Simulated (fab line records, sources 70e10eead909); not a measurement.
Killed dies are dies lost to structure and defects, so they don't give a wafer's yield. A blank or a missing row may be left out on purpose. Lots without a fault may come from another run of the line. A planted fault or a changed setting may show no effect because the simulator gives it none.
One fault seen from 2 desks | flow nand_harc | each desk has only its own numbers; what lay behind them comes last

THE METROLOGY DESK
What the gauges read, lot by lot, whatever tool the lot ran on: means of the sampled wafers that have a number. A lot is out of limits, marked OUT, if its mean lies more than 4 standard deviations from the usual mean; the brackets give that distance.
Columns: A = cd_nm at NHARC_THIN_TSV_CD_MEAS_33, usual 4999.0 nm; B = cd_nm at NHARC_THIN_TSV_CD_MEAS_37, usual 4999.2 nm
lot  | first seen here | A      | B
L551 | day 19 04:11    | 4998.7 | 4998.4
L556 | day 20 02:51    | 4998.6 | 4998.8
L558 | day 20 23:16    | 4996.1 | 4995.4
L559 | day 21 03:18    | 4999.1 | 4999.4
L565 | day 22 06:35    | 4998.0 | 4998.1
L569 | day 23 10:49    | 4997.2 | 4998.5
L568 | day 23 12:21    | 5000.1 | 5000.5
This desk's finding: nothing out of limits on any of the 7 lots.

THE TOOL OWNER'S DESK: wet_bench-10
The tool's own readings at NHARC_THIN_TSV_STRIP_57 (strips in post etch residue remover, time 1200 s): means of the sampled wafers that have a number, for each lot that ran on this tool. A lot is out of limits, marked OUT, if its mean lies more than 4 standard deviations from the usual mean; the brackets give that distance.
Columns: A = temp_c at NHARC_THIN_TSV_STRIP_57, usual 72.51 C
lot  | first seen here | A
L551 | day 19 05:33    | 72.57
L556 | day 20 04:02    | 72.44
L558 | day 21 00:19    | 72.54
L559 | day 21 04:19    | 72.50
This desk's finding: nothing out of limits on any of the 4 lots.

PUT TOGETHER
The metrology desk saw nothing out of limits.
The tool owner's desk saw nothing out of limits.

WHAT THE SIMULATOR HAD PUT IN
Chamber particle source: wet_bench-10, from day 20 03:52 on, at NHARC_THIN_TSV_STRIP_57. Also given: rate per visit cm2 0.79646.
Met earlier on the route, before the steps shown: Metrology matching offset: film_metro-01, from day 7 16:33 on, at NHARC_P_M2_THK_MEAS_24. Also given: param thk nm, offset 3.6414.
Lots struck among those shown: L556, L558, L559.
